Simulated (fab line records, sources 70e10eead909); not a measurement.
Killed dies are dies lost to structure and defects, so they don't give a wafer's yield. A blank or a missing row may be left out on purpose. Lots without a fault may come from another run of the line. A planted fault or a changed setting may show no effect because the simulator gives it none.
fab line records | flow nand_harc | part 1 of 2: steps 1 to 25 of 31
record lots=5 wafers=15 last_day=32
route steps=1302 shown A_SGD_CUT@912 A_SLIT@922
lots that met no fault: from a run of the same line without faults
start_h: hours from the record's first day to the start of the lot's first wafer shown | wait_h: hours since the lot's step before | " the same as in the row above | L1.1+2: a row that stands for several wafers | - no value, or no start given | * or withheld: withheld | < > ~ a bound
route shown NAME@n: a module of which the file shows steps, and the number in the route of the first | usual: mean/standard deviation of fault-free wafers | same: alike in all rows | chamber/n: place in a boat | sites: the reading at each site | _std_site: their standard deviation | _edge_site: outer sites' mean less inner sites' | radius_mm: how far each site lies from the wafer's centre | mask NAME#n: copy n | behind: the tool/chamber that last shaped the wafer | hold: why the lot was held/for how many hours/how that ended | device: the transistor (n, p or np) that didn't switch | end of line: the same wafers' tests at the end of the route | a step without rows: its recipe alone | killed: dies lost to structure and defects at the first sort, not the wafer's yield | map: a wafer's dies, x killed, . not, _ none there
set.NAME: the setting as run; set.NAME@STEP: as run at that earlier step | model.NAME: the simulator's own value behind a step, which no gauge read
lots at some steps of the route; a table a step, a row a wafer
services: from which hour (start_h, from the record's first day; less than 0 if before it) a tool's chamber was out of use, for how many hours, and why
## steps
# step NHARC_A_SGD_CUT_SRD_19
# columns lot.wafer tool chamber start_h wait_h
L077.2+1+6 wet_bench-04 2,3,6 - -
L078.1+5+4 wet_bench-05 3,6,0 - -
L083.1+3+5 wet_bench-04 1,4,6 - -
L092.1+6+2 wet_bench-05 2,4,7 - -
L093.5+4+6 wet_bench-04 5,7,1 - -
# step NHARC_A_SGD_CUT_DEP_20
# recipe target_thk_a=1500 temp_c=65 material=SiO2
# columns lot.wafer tool chamber start_h wait_h
L077.1+2+6 fcvd-01 0,1,1 472.28 -
L078.1+4+5 fcvd-01 1,0,1 479.78 -
L083.1+3+5 fcvd-02 0,1,1 547.41 -
L092.2+1+6 fcvd-02 1,0,0 622.30 -
L093.4+6+5 fcvd-02 0,0,1 627.43 -
# step NHARC_A_SGD_CUT_ANNEAL_27
# recipe temp_c=450 time_s=1800
# usual spike_tc_bottom_C=472.0/2.1 spike_tc_top_C=477.2/1.5 zone_power_upper_pct=4.99/0.13
# same time_s=1800
# columns lot.wafer tool chamber start_h wait_h spike_tc_bottom_C spike_tc_top_C zone_power_upper_pct
L077.1 furnace-05 0 476.53 4.2 471.6 478.8 4.86
L077.2 " 0 " " 472.2 478.3 4.96
L077.6 " 0 " " 471.0 478.2 4.90
L078.1 furnace-03 0 483.11 3.3 476.6 475.3 5.27
L078.4 " 0 " " 473.8 476.2 5.18
L078.5 " 0 " " 475.4 476.1 5.21
L083.1 furnace-05 0 550.58 3.1 468.6 478.9 4.95
L083.3 " 0 " " 470.7 477.6 4.96
L083.5 " 0 " " 471.2 478.4 4.98
L092.1 furnace-08 0 625.86 3.5 471.4 477.7 5.13
L092.2 " 0 " " 471.8 478.0 5.12
L092.6 " 0 " " 472.7 477.3 5.12
L093.4 furnace-08 0 630.94 3.5 472.0 475.2 5.14
L093.5 " 0 " " 471.7 476.9 5.11
L093.6 " 0 " " 470.0 475.9 5.09
# step NHARC_A_SGD_CUT_CMP_21
# recipe target_thk_nm=148.19
# usual motor_current_A=12.3/0.92 time_to_endpoint_s=49.0/2.5
# columns lot.wafer tool chamber start_h wait_h motor_current_A time_to_endpoint_s
L077.2 cmp-03 2 478.00 0.4 13.0 50.4
L077.1 " 3 " " 11.0 50.4
L077.6 " 2 " " 12.0 52.7
L078.1 cmp-03 0 484.54 0.4 13.0 47.9
L078.4 " 2 " " 12.8 50.1
L078.5 " 1 " " 13.7 48.4
L083.3 cmp-01 0 552.08 0.4 12.5 48.8
L083.1 " 1 " " 12.1 51.2
L083.5 " 3 " " 12.0 50.3
L092.2 cmp-01 1 627.36 0.4 11.7 49.3
L092.1 " 3 " " 11.6 50.8
L092.6 " 0 " " 12.1 46.8
L093.4 cmp-01 0 632.39 0.4 12.4 46.2
L093.6 " 0 " " 13.3 49.4
L093.5 " 1 " " 11.7 49.4
# step NHARC_A_SGD_CUT_THK_MEAS_22
# recipe thk_meas_gauge=ellipsometry
# usual thk_nm=148.1/1.3
# columns lot.wafer tool chamber start_h wait_h thk_nm
L077.1 film_metro-02 - 478.25 0.2 148.2
L077.2 " - " " 146.8
L077.6 " - " " 147.2
L078.1 film_metro-02 - 484.80 0.2 147.2
L078.4 " - " " 146.6
L078.5 " - " " 149.5
L083.1 film_metro-01 - 552.29 0.2 148.1
L083.3 " - " " 148.3
L083.5 " - " " 148.3
L092.1 film_metro-02 - 627.59 0.2 149.7
L092.2 " - " " 148.9
L092.6 " - " " 146.6
L093.4 film_metro-01 - 632.65 0.2 148.0
L093.5 " - " " 144.9
L093.6 " - " " 149.9
# step NHARC_A_SGD_CUT_SRD_23
# columns lot.wafer tool chamber start_h wait_h
L077.6+2+1 wet_bench-04 6,7,1 478.29 0.0
L078.4+5+1 wet_bench-09 3,4,6 484.84 0.0
L083.1+5+3 wet_bench-04 5,7,0 552.33 0.0
L092.2+6+1 wet_bench-05 6,0,1 627.64 0.0
L093.4+6+5 wet_bench-04 3,4,0 632.69 0.0
# step NHARC_A_SGD_CUT_ETCH_26
# recipe target_depth_a=458 chemistry=dHF material=SiO2
# columns lot.wafer tool chamber start_h wait_h
L077.6+2+1 wet_bench-04 6,7,1 478.32 0.0
L078.4+5+1 wet_bench-09 3,4,6 484.87 0.0
L083.1+5+3 wet_bench-04 5,7,0 552.36 0.0
L092.2+6+1 wet_bench-05 6,0,1 627.67 0.0
L093.4+6+5 wet_bench-04 3,4,0 632.72 0.0
# step NHARC_A_SGD_CUT_ETCHBACK_24
# recipe target_depth_a=500 over_etch_frac=0.3 time_s=92.857 ion_energy_ev=120 ch3f_flow_sccm=50 o2_flow_sccm=30 ar_flow_sccm=200 rf_w=500 bias_w=100 chemistry=CH3F/O2
# usual drypump_motor_current_A=5.5/0.38 mfc_ar_sccm=200.0/0.62 oes_product_au=0.98/0.032 rf_vpp_V=244.4/2 showerhead_plenum_p_Torr=2.46/0.12 throttle_valve_pct=20.663/0.0089
# same over_etch_frac=0.3 time_s=92.857
# columns lot.wafer tool chamber start_h wait_h drypump_motor_current_A mfc_ar_sccm oes_product_au rf_hours_counter_h rf_vpp_V showerhead_plenum_p_Torr throttle_valve_pct
L077.1 rie_diel-08 1 478.50 0.2 5.8 200.8 0.97 6.1 247.5 2.60 20.661
L077.2 " 2 " " 6.1 199.4 0.95 5.7 240.8 2.32 20.669
L077.6 " 0 " " 5.9 200.7 0.94 - 244.2 2.39 20.674
L078.4 rie_diel-10 0 485.05 0.2 5.5 199.5 0.92 4.8 247.6 2.61 20.664
L078.1 " 1 " " 5.3 200.6 0.92 4.4 242.9 2.30 20.663
L078.5 " 2 " " 5.1 199.8 0.92 - 245.8 2.54 20.656
L083.1 rie_diel-01 2 552.52 0.2 6.2 200.5 0.95 8.1 242.6 2.34 20.648
L083.3 " 0 " " 4.9 200.1 0.93 8.1 247.1 2.63 20.659
L083.5 " 3 " " 5.2 200.1 0.94 - 246.1 2.55 20.665
L092.2 rie_diel-01 3 627.81 0.1 5.1 199.1 1.00 4.2 244.8 2.55 20.665
L092.1 " 2 " " 6.2 200.0 1.01 2.7 242.9 2.34 20.652
L092.6 " 2 " " 6.2 199.3 1.02 - 241.5 2.34 20.672
L093.5 rie_diel-01 3 632.93 0.2 5.2 200.4 1.00 - 245.8 2.55 20.659
L093.4 " 1 " " 5.2 199.6 1.00 - 247.7 2.55 20.653
L093.6 " 2 " " 6.1 201.0 1.01 - 243.3 2.34 20.662
# step NHARC_A_SGD_CUT_STRIP_28
# recipe time_s=20 o2_flow_sccm=500 ar_flow_sccm=0 bias_w=0 chemistry=O2
# usual drypump_motor_current_A=5.5/0.39 mfc_ar_sccm=0.011/0.012 oes_product_au=1.001/0.0078 rf_vpp_V=57.8/0.89 showerhead_plenum_p_Torr=3.52/0.17 throttle_valve_pct=17.036/0.0099
# same time_s=20
# columns lot.wafer tool chamber start_h wait_h drypump_motor_current_A mfc_ar_sccm oes_product_au rf_hours_counter_h rf_vpp_V showerhead_plenum_p_Torr throttle_valve_pct
L077.2 rie_diel-08 0 - - 5.8 0 1.002 5.5 57.7 3.43 17.021
L077.1 " 1 " " 5.8 0.018 1.008 6.1 56.6 3.72 17.017
L077.6 " 0 " " 5.9 0 0.999 - 58.7 3.43 17.028
L078.1 rie_diel-10 3 - - 5.6 0.011 1.004 4.3 57.1 3.39 17.028
L078.4 " 0 " " 5.5 0 1.006 4.8 58.3 3.74 17.038
L078.5 " 1 " " 5.4 0.022 0.999 - 55.9 3.31 17.046
L083.1 rie_diel-01 1 - - 5.2 0.018 1.001 8.3 57.4 3.66 17.053
L083.3 " 3 " " 5.2 0.007 0.996 7.6 58.3 3.66 17.033
L083.5 " 1 " " 5.3 0.018 0.996 - 58.0 3.66 17.022
L092.2 rie_diel-01 3 628.05 0.2 5.2 0.007 1.000 4.3 58.4 3.66 17.052
L092.1 " 2 " " 6.2 0.023 1.012 2.7 55.8 3.36 17.037
L092.6 " 2 " " 6.2 0.023 1.000 - 56.8 3.36 17.028
L093.5 rie_diel-01 1 633.06 0.1 5.3 0.018 1.009 - 58.7 3.65 17.054
L093.4 " 2 " " 6.2 0.023 1.008 - 56.8 3.36 17.040
L093.6 " 3 " " 5.2 0.007 1.007 - 58.1 3.66 17.051
# step NHARC_A_SGD_CUT_INSPECT_25
# usual raw_defect_count=388/83
# columns lot.wafer tool chamber start_h wait_h raw_defect_count
L077.1 defect_inspect-01 - 478.71 - 564
L077.2 " - " " 549
L077.6 " - " " 566
L078.1 defect_inspect-01 - 485.27 - 501
L078.4 " - " " 424
L078.5 " - " " 478
L083.1 defect_inspect-02 - 552.76 - 376
L083.3 " - " " 484
L083.5 " - " " 533
L092.1 defect_inspect-01 - 628.17 0.1 487
L092.2 " - " " 448
L092.6 " - " " 459
L093.4 defect_inspect-02 - 633.15 - 394
L093.5 " - " " 365
L093.6 " - " " 266
# step NHARC_A_SLIT_DEP_25
# recipe target_thk_a=2000 temp_c=400 pressure_torr=6.5 rf_w=900 teos_flow_sccm=161.4 flow_sccm=2650 target_thk_nm=200 gas=O2 material=SiO2
# usual heater_power_w=539/67 mfc_precursor_sccm=161.4/0.42 throttle_valve_pct=15.9/0.55
# columns lot.wafer tool chamber start_h wait_h heater_power_w mfc_precursor_sccm throttle_valve_pct
L077.2 pecvd-03 0 478.82 0.1 542 161.7 16.1
L077.1 " 1 " " 501 162.1 15.4
L077.6 " 2 " " 483 162.2 16.4
L078.1 pecvd-04 2 485.37 0.1 621 162.0 15.2
L078.4 " 1 " " 598 161.2 16.2
L078.5 " 2 " " 636 162.2 15.1
L083.1 pecvd-04 1 552.95 0.2 482 162.4 16.8
L083.3 " 2 " " 673 161.4 15.3
L083.5 " 1 " " 492 161.4 16.7
L092.2 pecvd-01 0 628.23 0.1 630 161.7 15.8
L092.1 " 1 " " 485 161.1 16.1
L092.6 " 1 " " 488 160.9 16.3
L093.6 pecvd-01 0 633.34 0.2 583 161.0 15.8
L093.4 " 1 " " 492 161.5 16.2
L093.5 " 2 " " 432 161.7 15.0
# step NHARC_A_SLIT_DEP_00
# recipe target_thk_a=62000 temp_c=400 material=aC
# usual throttle_valve_pct=35.001/0.0088
# columns lot.wafer tool chamber start_h wait_h throttle_valve_pct
L077.1 acl_dep-02 0 479.81 - 35.008
L077.2 " 0 " " 35.000
L077.6 " 0 482.99 - 34.992
L078.1 acl_dep-01 0 491.28 - 35.005
L078.4 " 0 493.16 - 34.997
L078.5 " 0 " " 35.011
L083.1 acl_dep-03 0 553.29 - 34.984
L083.3 " 0 554.55 - 35.002
L083.5 " 0 555.81 - 35.004
L092.1 acl_dep-02 0 629.23 - 35.009
L092.2 " 0 " " 35.001
L092.6 " 0 632.34 - 35.004
L093.4 acl_dep-02 0 635.46 - 35.008
L093.5 " 0 " " 34.990
L093.6 " 0 " " 35.002
# step NHARC_A_SLIT_DEP_23
# recipe target_thk_a=1000 target_thk_nm=100 temp_c=400 pressure_torr=3.5 flow_sccm=200 rf_w=350 material=SiON
# usual heater_power_w=740/68
# columns lot.wafer tool chamber start_h wait_h heater_power_w
L077.1 pecvd-03 2 483.65 3.2 716
L077.2 " 1 " " 694
L077.6 " 1 " " 703
L078.1 pecvd-03 0 495.12 3.2 741
L078.4 " 1 " " 675
L078.5 " 2 " " 636
L083.3 pecvd-01 2 557.10 1.9 726
L083.1 " 0 " " 723
L083.5 " 0 " " 715
L092.2 pecvd-01 2 633.01 2.5 687
L092.1 " 0 " " 772
L092.6 " 0 " " 767
L093.4 pecvd-01 2 637.48 1.4 679
L093.5 " 0 " " 865
L093.6 " 1 " " 686
# step NHARC_A_SLIT_DEHYDRATE_01
# recipe temp_c=150 time_s=120
# same time_s=120
# columns lot.wafer tool chamber start_h wait_h
L077.1+2+6 litho_track-04 0 483.92 0.2
L078.1+4+5 litho_track-04 0 495.33 0.2
L083.1+3+5 litho_track-01 0 557.37 0.2
L092.1+2+6 litho_track-04 0 633.25 0.2
L093.4+5+6 litho_track-01 0 637.66 0.2
# step NHARC_A_SLIT_HMDS_02
# recipe time_s=30
# same time_s=30
# columns lot.wafer tool chamber start_h wait_h
L077.1+2+6 litho_track-04 0 - -
L078.1+4+5 litho_track-04 0 - -
L083.1+3+5 litho_track-01 0 - -
L092.1+2+6 litho_track-04 0 - -
L093.4+5+6 litho_track-01 0 - -
# step NHARC_A_SLIT_COAT_03
# recipe spin_rpm=1500 resist_thk_nm=90
# usual dispense_pressure_kPa=49/4.5
# columns lot.wafer tool chamber start_h wait_h dispense_pressure_kPa
L077.1 litho_track-04 0 - - 49
L077.2 " 0 " " 49
L077.6 " 0 " " 49
L078.1 litho_track-04 0 - - 49
L078.4 " 0 " " 49
L078.5 " 0 " " 49
L083.1 litho_track-01 0 - - 55
L083.3 " 0 " " 55
L083.5 " 0 " " 55
L092.1 litho_track-04 0 - - 49
L092.2 " 0 " " 49
L092.6 " 0 " " 49
L093.4 litho_track-01 0 - - 55
L093.5 " 0 " " 55
L093.6 " 0 " " 55
# step NHARC_A_SLIT_SOFTBAKE_04
# recipe temp_c=105 time_s=55
# same time_s=55
# columns lot.wafer tool chamber start_h wait_h
L077.1+2+6 litho_track-04 0 - -
L078.1+4+5 litho_track-04 0 - -
L083.1+3+5 litho_track-01 0 - -
L092.1+2+6 litho_track-04 0 - -
L093.4+5+6 litho_track-01 0 - -
# step NHARC_A_SLIT_EBR_05
# columns lot.wafer tool chamber start_h wait_h
L077.1+2+6 litho_track-04 0 - -
L078.1+4+5 litho_track-04 0 - -
L083.1+3+5 litho_track-01 0 - -
L092.1+2+6 litho_track-04 0 - -
L093.4+5+6 litho_track-01 0 - -
# step NHARC_A_SLIT_EXPOSE_06
# recipe na=1.35 dose_mj=60.82 mask_id=SLIT
# usual exposure_dose_mJ_cm2=61.2/0.59
# columns lot.wafer tool chamber start_h wait_h mask exposure_dose_mJ_cm2
L077.1 arfi_scanner-01 0 484.19 - SLIT#0 60.8
L077.2 " 0 " " SLIT#0 60.8
L077.6 " 0 " " SLIT#0 60.8
L078.1 arfi_scanner-03 0 495.60 - SLIT#0 60.7
L078.4 " 0 " " SLIT#0 60.7
L078.5 " 0 " " SLIT#0 60.7
L083.1 arfi_scanner-03 0 557.63 - SLIT#0 60.9
L083.3 " 0 " " SLIT#0 60.8
L083.5 " 0 " " SLIT#0 60.8
L092.1 arfi_scanner-03 0 633.52 - SLIT#0 60.7
L092.2 " 0 " " SLIT#0 60.7
L092.6 " 0 " " SLIT#0 60.7
L093.4 arfi_scanner-02 0 637.94 - SLIT#0 61.8
L093.5 " 0 " " SLIT#0 61.9
L093.6 " 0 " " SLIT#0 61.9
# step NHARC_A_SLIT_PEB_07
# recipe peb_temp_c=100 peb_time_s=65
# same peb_time_s=65
# columns lot.wafer tool chamber start_h wait_h
L077.1+2+6 litho_track-06 0 484.25 0.1
L078.1+4+5 litho_track-04 0 495.66 0.1
L083.1+3+5 litho_track-06 0 557.69 0.1
L092.1+2+6 litho_track-01 0 633.58 0.1
L093.4+5+6 litho_track-06 0 637.99 0.0
# step NHARC_A_SLIT_DEVELOP_08
# recipe develop_time_s=35 dev_temp_c=23
# columns lot.wafer tool chamber start_h wait_h
L077.1+2+6 litho_track-06 0 - -
L078.1+4+5 litho_track-04 0 - -
L083.1+3+5 litho_track-06 0 - -
L092.1+2+6 litho_track-01 0 - -
L093.4+5+6 litho_track-06 0 - -
# step NHARC_A_SLIT_CD_MEAS_09
# recipe target_cd_nm=300 landing_energy_ev=500
# usual cd_nm=300.2/0.5
# columns lot.wafer tool chamber start_h wait_h cd_nm
L077.1 cd_sem-02 0 484.32 - 299.6
L077.2 " 0 " " 299.8
L077.6 " 0 " " 299.9
L078.1 cd_sem-03 0 495.74 - 299.5
L078.4 " 0 " " 299.2
L078.5 " 0 " " 299.6
L083.1 cd_sem-01 0 557.77 - 300.4
L083.3 " 0 " " 300.4
L083.5 " 0 " " 300.9
L092.1 cd_sem-02 0 633.66 - 299.9
L092.2 " 0 " " 300.6
L092.6 " 0 " " 300.4
L093.4 cd_sem-01 0 638.08 - 300.4
L093.5 " 0 " " 300.2
L093.6 " 0 " " 300.6
# step NHARC_A_SLIT_OVL_MEAS_10
# usual overlay_x_nm=-0.1/0.81 overlay_y_nm=0.1/0.88
# columns lot.wafer tool chamber start_h wait_h overlay_x_nm overlay_y_nm
L077.1 overlay-02 - 484.41 - -1.2 0.7
L077.2 " - " " -1.4 -0.2
L077.6 " - " " -1.5 0.8
L078.1 overlay-01 - 495.83 - 0.6 0.2
L078.4 " - " " 1.4 0.5
L078.5 " - " " 1.3 0.0
L083.1 overlay-01 - 557.86 - -0.1 -0.9
L083.3 " - " " -0.1 -1.3
L083.5 " - " " -0.1 -1.7
L092.1 overlay-01 - 633.75 - 0.4 1.2
L092.2 " - " " 0.3 1.3
L092.6 " - " " 1.1 1.6
L093.4 overlay-01 - 638.16 - -0.2 0.6
L093.5 " - " " 0.0 0.7
L093.6 " - " " 0.1 0.5
# step NHARC_A_SLIT_INSPECT_11
# usual raw_defect_count=53/28
# columns lot.wafer tool chamber start_h wait_h raw_defect_count
L077.1 defect_inspect-01 - 484.45 0.0 50
L077.2 " - " " 78
L077.6 " - " " 64
L078.1 defect_inspect-02 - 495.87 0.0 23
L078.4 " - " " 29
L078.5 " - " " 23
L083.1 defect_inspect-02 - 557.90 0.0 87
L083.3 " - " " 74
L083.5 " - " " 73
L092.1 defect_inspect-01 - 633.78 0.0 40
L092.2 " - " " 70
L092.6 " - " " 68
L093.4 defect_inspect-01 - 638.20 0.0 62
L093.5 " - " " 62
L093.6 " - " " 50
# step NHARC_A_SLIT_DESCUM_14
# recipe time_s=3 o2_flow_sccm=200 ar_flow_sccm=0 bias_power_w=0 chemistry=O2
# usual drypump_motor_current_A=5.7/0.41 mfc_ar_sccm=0.008/0.01 oes_product_au=0.999/0.009 rf_vpp_V=57.8/0.84 showerhead_plenum_p_Torr=1.89/0.1 throttle_valve_pct=11.312/0.0095
# same time_s=3
# columns lot.wafer tool chamber start_h wait_h drypump_motor_current_A mfc_ar_sccm oes_product_au rf_hours_counter_h rf_vpp_V showerhead_plenum_p_Torr throttle_valve_pct
L077.1 rie_diel-05 0 484.51 0.1 5.1 0.004 0.980 3.7 57.2 2.03 11.319
L077.2 " 3 " " 6.0 0 0.996 3.9 57.9 1.78 11.311
L077.6 " 0 " " 5.1 0.004 0.985 - 58.7 2.03 11.310
L078.1 rie_diel-05 2 495.93 0.1 5.8 0.034 1.006 4.3 58.6 2.03 11.322
L078.4 " 0 " " 5.1 0.004 0.987 - 59.4 2.03 11.306
L078.5 " 1 " " 5.4 0.010 1.003 - 57.6 1.93 11.302
L083.3 rie_diel-05 3 557.97 0.1 6.0 0 0.988 7.8 57.4 1.78 11.292
L083.1 " 0 " " 5.1 0.004 0.986 9.1 57.4 2.03 11.308
L083.5 " 2 " " 5.8 0.034 0.992 - 57.2 2.02 11.293
L092.1 rie_diel-06 2 633.85 0.1 5.1 0.002 0.994 7.9 57.0 1.79 11.311
L092.2 " 3 " " 6.0 0.009 0.983 8.2 57.3 1.95 11.319
L092.6 " 2 " " 5.1 0.002 0.999 - 55.8 1.79 11.305
L093.4 rie_diel-05 2 638.27 0.1 5.8 0.034 1.013 1.5 58.1 2.02 11.312
L093.6 " 0 " " 5.1 0.004 1.005 - 58.5 2.02 11.304
L093.5 " 1 " " 5.4 0.010 1.001 - 59.2 1.93 11.316
